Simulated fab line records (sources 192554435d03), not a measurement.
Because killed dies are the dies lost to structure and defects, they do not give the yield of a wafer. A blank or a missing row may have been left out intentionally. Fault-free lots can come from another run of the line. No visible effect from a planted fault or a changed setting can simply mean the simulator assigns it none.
Matching of chambers ; flow n5Finfet ; 4 sister chambers for N5_GATE_CUT_STRIP_59 on rieDiel-04
The step strips in N2/H2, time 20 s. 4 wafers are shown with their chamber, then 9 later ones without.

WAFERS, EACH WITH ITS CHAMBER
wafer;chamber;showerheadPlenumPTorr (Torr)
L084.1;3;3.49
L086.1;1;3.51
L086.3;2;3.37
L086.4;0;3.19

WAFERS WHOSE CHAMBER IS MISSING
wafer;showerheadPlenumPTorr (Torr)
L088.2;3.19
L088.3;3.37
L088.5;3.50
L092.1;3.50
L092.2;3.49
L092.3;3.19
L092.4;3.37
L092.5;3.50
L092.6;3.19

EACH ONE'S CHAMBER
wafer;from the rows above;in truth
L088.2;0;0
L088.3;2;2
L088.5;can't be placed: 1 or 3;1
L092.1;can't be placed: 1 or 3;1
L092.2;3;3
L092.3;0;0
L092.4;2;2
L092.5;can't be placed: 1 or 3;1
L092.6;0;0
Correctly placed: 6 of 9. These rows do not allow placing 3 (true chamber among the candidates in 3). Placed wrongly: 0.
How it was worked out, from the rows above alone: a wafer's distance from a chamber is the root of the sum, over the readings, of the square of ((its reading less the chamber's mean) divided by the reading's scatter). The wafer belongs to the nearest chamber; if the next one is less than 2 further off, it can't be placed. The mean given for a chamber averages the wafers shown for that chamber. The scatter: root of mean squared gap, hidden wafer to nearest shown wafer, with one shown wafer a chamber.
